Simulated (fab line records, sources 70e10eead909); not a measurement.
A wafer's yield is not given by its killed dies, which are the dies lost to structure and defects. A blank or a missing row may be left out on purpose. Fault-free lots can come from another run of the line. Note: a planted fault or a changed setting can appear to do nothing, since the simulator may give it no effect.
fab line records    flow nand-harc
record: lots: 13  wafers: 39  last-day: 24
route steps=1159 shown P_ZERO_WELL@18 P_GATE@119
lots that met no fault: from a run of the same line without faults
start-h: hours from the record's first day to the start of the lot's first wafer shown    wait-h: hours elapsed since this lot's preceding step    " identical to the entry in the row above    L1.1+2: one row covering several wafers at once    - either no value or no given start    * or withheld: withheld    < > ~ a bound
route shown NAME@n: NAME is a module with steps in the file, n the number in the route of the first one    usual: mean and standard deviation over wafers with no fault    same: alike in all rows    chamber/n: place in a boat    sites: per-site readings    _std_site: the values' standard deviation    _edge_site: outer sites' mean less inner sites'    radius-mm: for every site, how far away it sits from the centre of the wafer    mask NAME#n: copy n    behind: the tool/chamber that last shaped the wafer    hold: cause of the lot's hold/its duration in hours/its outcome    device: the transistor (n, p or np) that didn't switch    end of line: the tests these same wafers got at the end of their route    a step without rows: its recipe alone    killed: at the first sort, the dies lost to defects and structure; wafer yield is something else    map: per-die view of a wafer (x killed, . not killed, _ where there is no die)
set.NAME: the setting as run; set.NAME@STEP: as run at that earlier step    model.NAME: the simulator's own value behind a step, which no gauge read
one table for each step of the route and one row for each wafer, over a sample of lots
services: the hour from which a tool's chamber was out of use, counted from the record's first day as start-h (under 0 if before that day), plus the number of hours and why
== steps ==
step: NHARC_P_ZERO_WELL_ETCH_62
recipe: target-depth-a: 130  time-s: 6.5  chf3-flow-sccm: 50  ar-flow-sccm: 200  rf-w: 500  bias-w: 200  chemistry: CHF3/Ar
usual: drypump-motor-current-A: 5.7/0.34  oes-product-au: 0.961/0.016  rf-vpp-V: 370.8/2.2  showerhead-plenum-p-Torr: 2.35/0.091  throttle-valve-pct: 20.217/0.0094
lot.wafer  tool         chamber  start-h  wait-h  drypump-motor-current-A  oes-product-au  rf-hours-counter-h  rf-vpp-V  showerhead-plenum-p-Torr  throttle-valve-pct
L258.4     rie-diel-13  2        -        -       5.1                      0.987           7                   367.2     2.24                      20.213
L258.6     "            0        "        "       5.9                      0.966           -                   370.7     2.27                      20.215
L258.5     "            1        "        "       5.4                      0.960           -                   371.8     2.44                      20.229
L259.4     rie-diel-08  2        -        -       5.8                      0.964           2                   374.7     2.52                      20.229
L259.2     "            0        "        "       5.6                      0.983           3                   370.0     2.31                      20.212
L259.6     "            2        "        "       5.8                      0.967           -                   374.1     2.52                      20.204
L260.1     rie-diel-05  0        -        -       6.0                      0.944           2                   372.0     2.41                      20.199
L260.2     "            1        "        "       5.8                      0.950           2                   370.0     2.28                      20.206
L260.6     "            3        "        "       6.4                      0.968           -                   372.3     2.37                      20.217
L261.1     rie-diel-13  1        -        -       5.4                      0.940           7                   374.1     2.44                      20.218
L261.2     "            3        "        "       5.6                      0.927           8                   374.1     2.48                      20.217
L261.5     "            1        "        "       5.4                      0.941           -                   373.7     2.44                      20.220
L262.2     rie-diel-05  3        -        -       6.4                      0.978           2                   371.5     2.37                      20.234
L262.4     "            0        "        "       6.0                      0.976           3                   372.4     2.41                      20.214
L262.3     "            1        "        "       5.8                      0.958           3                   369.5     2.28                      20.224
L263.3     rie-diel-08  1        -        -       5.9                      0.948           4                   372.1     2.36                      20.219
L263.1     "            2        "        "       5.8                      0.983           4                   373.5     2.52                      20.206
L263.6     "            0        "        "       5.6                      0.955           -                   370.1     2.31                      20.218
L265.2     rie-diel-08  3        -        -       5.7                      0.922           5                   369.0     2.26                      20.217
L265.4     "            1        "        "       5.9                      0.916           4                   369.6     2.36                      20.215
L265.3     "            2        "        "       5.8                      0.922           4                   374.2     2.52                      20.205
L268.3     rie-diel-08  0        -        -       5.7                      0.971           6                   370.8     2.31                      20.207
L268.5     "            1        "        "       6.0                      0.960           -                   371.5     2.36                      20.226
L268.6     "            2        "        "       5.8                      0.970           -                   373.3     2.52                      20.219
L269.4     rie-diel-05  2        -        -       5.3                      0.970           6                   368.2     2.25                      20.217
L269.1     "            3        "        "       6.4                      0.957           4                   369.9     2.36                      20.206
L269.6     "            3        "        "       6.4                      0.954           -                   373.0     2.37                      20.208
L273.1     rie-diel-05  0        -        -       6.0                      0.955           7                   371.6     2.41                      20.215
L273.4     "            3        "        "       6.4                      0.963           6                   371.4     2.36                      20.207
L273.5     "            0        "        "       6.0                      0.960           -                   371.9     2.41                      20.220
L279.3     rie-diel-13  0        -        -       5.9                      0.953           3                   369.1     2.27                      20.219
L279.2     "            1        "        "       5.4                      0.971           4                   373.4     2.43                      20.218
L279.1     "            3        "        "       5.6                      0.955           1                   373.7     2.48                      20.213
L280.2     rie-diel-05  3        -        -       6.4                      0.946           9                   370.7     2.36                      20.216
L280.6     "            1        "        "       5.8                      0.955           -                   370.3     2.28                      20.211
L280.5     "            2        "        "       5.3                      0.949           -                   367.9     2.25                      20.215
L281.1     rie-diel-13  0        -        -       5.9                      0.974           4                   368.4     2.27                      20.215
L281.3     "            1        "        "       5.4                      0.981           5                   372.4     2.43                      20.224
L281.5     "            2        "        "       5.1                      0.957           -                   366.9     2.24                      20.226
step: NHARC_P_GATE_EXPOSE_08
recipe: na: 0.6  dose-mj: 16.75  mask-id: P_HV
usual: focus-offset-nm: 0.0/0.5
lot.wafer  tool            chamber  start-h  wait-h  mask     focus-offset-nm
L258.4     krf-scanner-03  0        64.75    -       P_HV#0   1.2
L258.5     "               0        "        "       P_HV#0   0.4
L258.6     "               0        "        "       P_HV#0   0.8
L259.2     krf-scanner-01  0        80.33    -       P_HV#0   0.4
L259.4     "               0        "        "       P_HV#0   0.3
L259.6     "               0        "        "       P_HV#0   -0.2
L260.1     krf-scanner-02  0        86.47    -       P_HV#0   0.3
L260.2     "               0        "        "       P_HV#0   0.4
L260.6     "               0        "        "       P_HV#0   0.2
L261.1     krf-scanner-03  0        92.65    -       P_HV#0   0.2
L261.2     "               0        "        "       P_HV#0   0.6
L261.5     "               0        "        "       P_HV#0   -0.4
L262.2     krf-scanner-03  0        99.06    -       P_HV#0   0.1
L262.3     "               0        "        "       P_HV#0   0.0
L262.4     "               0        "        "       P_HV#0   0.0
L263.1     krf-scanner-01  0        99.37    -       P_HV#0   0.5
L263.3     "               0        "        "       P_HV#0   0.6
L263.6     "               0        "        "       P_HV#0   -0.5
L265.2     krf-scanner-03  0        115.05   -       P_HV#0   0.4
L265.3     "               0        "        "       P_HV#0   -0.7
L265.4     "               0        "        "       P_HV#0   0.1
L269.1     krf-scanner-02  0        139.21   -       P_HV#0   0.5
L269.4     "               0        "        "       P_HV#0   -0.2
L269.6     "               0        "        "       P_HV#0   -0.4
L268.3     krf-scanner-03  0        139.38   -       P_HV#0   0.2
L268.5     "               0        "        "       P_HV#0   0.6
L268.6     "               0        "        "       P_HV#0   -0.3
L273.1     krf-scanner-02  0        166.82   -       P_PSD#0  0.2
L273.4     "               0        "        "       P_PSD#0  -0.5
L273.5     "               0        "        "       P_PSD#0  -0.5
L279.1     krf-scanner-01  0        200.17   -       P_HV#0   0.2
L279.2     "               0        "        "       P_HV#0   -0.3
L279.3     "               0        "        "       P_HV#0   0.2
L280.2     krf-scanner-01  0        207.44   -       P_HV#0   -0.1
L280.5     "               0        "        "       P_HV#0   0.4
L280.6     "               0        "        "       P_HV#0   0.8
L281.1     krf-scanner-03  0        207.60   -       P_HV#0   -0.4
L281.3     "               0        "        "       P_HV#0   0.6
L281.5     "               0        "        "       P_HV#0   -0.6
step: NHARC_P_GATE_CD_MEAS_11
recipe: target-cd-nm: 1640  landing-energy-ev: 500
usual: cd-nm: 1640.0/1.4
lot.wafer  tool       chamber  start-h  wait-h  cd-nm
L258.4     cd-sem-02  0        64.90    -       1641.3
L258.5     "          0        "        "       1640.8
L258.6     "          0        "        "       1643.5
L259.2     cd-sem-03  0        80.48    -       1639.2
L259.4     "          0        "        "       1638.7
L259.6     "          0        "        "       1638.9
L260.1     cd-sem-01  0        86.63    -       1638.6
L260.2     "          0        "        "       1641.9
L260.6     "          0        "        "       1640.4
L261.1     cd-sem-01  0        92.81    -       1640.4
L261.2     "          0        "        "       1640.8
L261.5     "          0        "        "       1639.8
L262.2     cd-sem-01  0        99.21    -       1639.0
L262.3     "          0        "        "       1638.1
L262.4     "          0        "        "       1639.3
L263.1     cd-sem-03  0        99.53    -       1641.4
L263.3     "          0        "        "       1640.7
L263.6     "          0        "        "       1638.9
L265.2     cd-sem-02  0        115.20   -       1639.4
L265.3     "          0        "        "       1640.2
L265.4     "          0        "        "       1641.1
L269.1     cd-sem-03  0        139.37   -       1639.2
L269.4     "          0        "        "       1641.1
L269.6     "          0        "        "       1637.6
L268.3     cd-sem-01  0        139.53   -       1638.9
L268.5     "          0        "        "       1641.0
L268.6     "          0        "        "       1638.3
L273.1     cd-sem-02  0        166.98   -       -
L273.4     "          0        "        "       -
L273.5     "          0        "        "       -
L279.1     cd-sem-01  0        200.33   -       1640.7
L279.2     "          0        "        "       1638.7
L279.3     "          0        "        "       1640.3
L280.2     cd-sem-03  0        207.60   -       1640.6
L280.5     "          0        "        "       1639.8
L280.6     "          0        "        "       1642.6
L281.1     cd-sem-02  0        207.76   -       1638.7
L281.3     "          0        "        "       1640.7
L281.5     "          0        "        "       1640.9
step: NHARC_P_GATE_STRIP_108
recipe: o2-flow-sccm: 500  ar-flow-sccm: 0  bias-w: 0  chemistry: O2
usual: drypump-motor-current-A: 5.82/0.28  oes-product-au: 1.000/0.0078  rf-vpp-V: 57.8/0.87  showerhead-plenum-p-Torr: 3.57/0.16  throttle-valve-pct: 17.036/0.0098
lot.wafer  tool         chamber  start-h  wait-h  drypump-motor-current-A  oes-product-au  rf-hours-counter-h  rf-vpp-V  showerhead-plenum-p-Torr  throttle-valve-pct
L258.4     rie-diel-07  1        80.47    -       5.63                     0.997           8                   56.3      3.36                      17.043
L258.6     "            3        "        "       5.67                     0.999           -                   58.9      3.65                      17.038
L258.5     "            0        "        "       6.22                     0.992           -                   57.5      3.31                      17.057
L259.4     rie-diel-10  3        95.52    -       5.90                     0.996           15                  58.8      3.76                      17.053
L259.2     "            0        "        "       5.30                     1.013           19                  57.4      3.74                      17.032
L259.6     "            2        "        "       6.04                     0.999           -                   56.7      3.66                      17.024
L260.1     rie-diel-10  0        101.28   -       5.33                     1.012           19                  59.1      3.74                      17.043
L260.2     "            2        "        "       6.08                     1.007           16                  57.7      3.66                      17.026
L260.6     "            0        "        "       5.31                     1.001           -                   57.8      3.74                      17.036
L261.1     rie-diel-07  0        107.72   -       6.29                     1.003           17                  56.6      3.31                      17.043
L261.2     "            1        "        "       5.59                     0.994           15                  58.7      3.36                      17.037
L261.5     "            2        "        "       6.05                     1.014           -                   57.3      3.39                      17.024
L263.3     rie-diel-07  3        113.65   -       5.75                     1.008           19                  57.6      3.64                      17.044
L263.1     "            0        "        "       6.28                     0.983           19                  56.8      3.31                      17.035
L263.6     "            2        "        "       6.04                     1.000           -                   56.9      3.39                      17.035
L262.2     rie-diel-07  1        114.09   -       5.58                     0.994           17                  57.3      3.36                      17.026
L262.3     "            2        "        "       6.04                     1.005           17                  58.2      3.39                      17.031
L262.4     "            0        "        "       6.28                     0.987           19                  57.5      3.31                      17.031
L265.4     rie-diel-10  0        134.26   -       5.33                     1.009           23                  58.0      3.74                      17.027
L265.3     "            1        "        "       5.65                     1.013           22                  59.4      3.54                      17.024
L265.2     "            3        "        "       5.89                     1.006           19                  57.0      3.76                      17.029
L268.3     rie-diel-10  2        153.53   -       6.04                     1.001           23                  58.1      3.65                      17.043
L268.5     "            1        "        "       5.61                     1.005           -                   56.5      3.53                      17.025
L268.6     "            2        "        "       6.02                     1.009           -                   57.8      3.65                      17.039
L269.1     rie-diel-07  1        154.33   -       5.59                     0.988           32                  57.7      3.35                      17.041
L269.4     "            3        "        "       5.68                     1.006           35                  58.6      3.63                      17.035
L269.6     "            1        "        "       5.60                     0.999           -                   56.2      3.35                      17.043
L273.1     rie-diel-07  1        181.83   -       5.60                     0.999           42                  56.0      3.34                      17.037
L273.5     "            0        "        "       6.34                     0.998           -                   56.9      3.29                      17.028
L273.4     "            3        "        "       5.71                     0.993           -                   57.7      3.63                      17.022
L279.2     rie-diel-10  2        214.92   -       6.04                     1.011           7                   57.7      3.65                      17.040
L279.1     "            0        "        "       5.31                     0.995           6                   59.1      3.73                      17.037
L279.3     "            1        "        "       5.65                     1.002           8                   58.4      3.53                      17.036
L280.2     rie-diel-10  2        222.10   -       6.07                     1.003           8                   56.8      3.65                      17.016
L280.6     "            1        "        "       5.64                     1.004           -                   58.4      3.53                      17.033
L280.5     "            2        "        "       6.04                     0.999           -                   57.5      3.65                      17.025
L281.3     rie-diel-10  3        223.39   -       5.91                     0.990           10                  57.8      3.75                      17.048
L281.1     "            2        "        "       6.04                     0.993           9                   57.7      3.65                      17.022
L281.5     "            0        "        "       5.35                     0.989           -                   58.4      3.73                      17.025
step: NHARC_P_GATE_CD_MEAS_33
usual: cd-nm: 120.7/1.7
lot.wafer  tool       chamber  start-h  wait-h  cd-nm
L258.4     cd-sem-02  -        80.62    -       118.4
L258.5     "          -        "        "       119.9
L258.6     "          -        "        "       120.0
L259.2     cd-sem-01  -        95.69    -       123.9
L259.4     "          -        "        "       120.6
L259.6     "          -        "        "       120.5
L260.1     cd-sem-01  -        101.44   -       123.3
L260.2     "          -        "        "       124.1
L260.6     "          -        "        "       121.2
L261.1     cd-sem-02  -        107.86   -       119.9
L261.2     "          -        "        "       118.3
L261.5     "          -        "        "       120.3
L263.1     cd-sem-03  -        113.81   -       118.4
L263.3     "          -        "        "       121.6
L263.6     "          -        "        "       119.7
L262.2     cd-sem-01  -        114.27   -       120.5
L262.3     "          -        "        "       123.1
L262.4     "          -        "        "       119.7
L265.2     cd-sem-03  -        134.44   -       123.0
L265.3     "          -        "        "       120.9
L265.4     "          -        "        "       123.3
L268.3     cd-sem-03  -        153.69   -       119.0
L268.5     "          -        "        "       117.3
L268.6     "          -        "        "       123.4
L269.1     cd-sem-01  -        154.50   -       120.8
L269.4     "          -        "        "       122.6
L269.6     "          -        "        "       120.8
L273.1     cd-sem-03  -        182.02   0.2     118.0
L273.4     "          -        "        "       119.3
L273.5     "          -        "        "       120.5
L279.1     cd-sem-01  -        215.10   -       121.2
L279.2     "          -        "        "       119.4
L279.3     "          -        "        "       119.4
L280.2     cd-sem-01  -        222.26   -       121.9
L280.5     "          -        "        "       124.5
L280.6     "          -        "        "       121.7
L281.1     cd-sem-01  -        223.56   -       121.7
L281.3     "          -        "        "       121.2
L281.5     "          -        "        "       122.7
== services ==
tool            chamber  start-h  hours  kind
krf-scanner-03  -        -4.00    4.0    pm
rie-diel-10     -        -0.46    9.0    pm
rie-diel-07     3        13.51    5.5    repair
rie-diel-10     2        21.05    2.6    repair
krf-scanner-03  -        35.41    0.7    repair
rie-diel-10     3        47.92    9.2    repair
rie-diel-07     -        51.37    9.0    pm
rie-diel-05     3        60.80    5.5    repair
krf-scanner-01  -        77.76    0.3    repair
krf-scanner-01  -        84.00    4.0    pm
rie-diel-13     -        99.00    9.0    pm
krf-scanner-01  -        116.77   0.3    repair
krf-scanner-01  -        118.14   0.6    repair
rie-diel-08     -        124.80   9.0    pm
rie-diel-10     -        126.92   0.3    repair
rie-diel-13     3        129.03   8.8    repair
rie-diel-13     2        131.68   11.2   repair
rie-diel-05     -        163.74   9.0    pm
krf-scanner-03  -        168.00   4.0    pm
rie-diel-10     -        176.58   9.0    pm
rie-diel-07     2        177.36   4.5    repair
rie-diel-08     3        184.93   4.5    repair
rie-diel-10     0        188.05   8.4    repair
krf-scanner-01  -        194.66   2.3    repair
== key ==
first-sign: step: NHARC_P_GATE_EXPOSE_08  reading: mask  direction: changed
effect: step: NHARC_P_GATE_CD_MEAS_11  reading: cd-nm  direction: missing
met-at NHARC_P_GATE_EXPOSE_08
struck-lots L273
later-rows-left-out L273.1,L273.4,L273.5
sort-left-out L273.1,L273.4,L273.5
tester-left-out L273
not-acting-at NHARC_P_ZERO_WELL_ETCH_62,NHARC_P_GATE_STRIP_108,NHARC_P_GATE_CD_MEAS_33
onset-between 139.21 166.82
fault: kind: wrong-mask  tool: any  chamber: -  onset-h: 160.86  steps: NHARC_P_GATE_EXPOSE_08  aux-copy: P_PSD#0  scope: struck-lots-only
tester-left-out: of these lots the tester's yield and bins aren't shown, on N5 and GAA mostly nor the transistor test; their killed dies are dies lost to structure and defects alone, not to doping, threshold or leakage, so they don't give the yield
sort-left-out: the simulated sort isn't trusted on such a fault, so these wafers' sort isn't shown, and their yield isn't known
later-rows-left-out: the simulator's readings of these wafers behind a module that went badly wrong aren't trusted and aren't shown, but for the sort
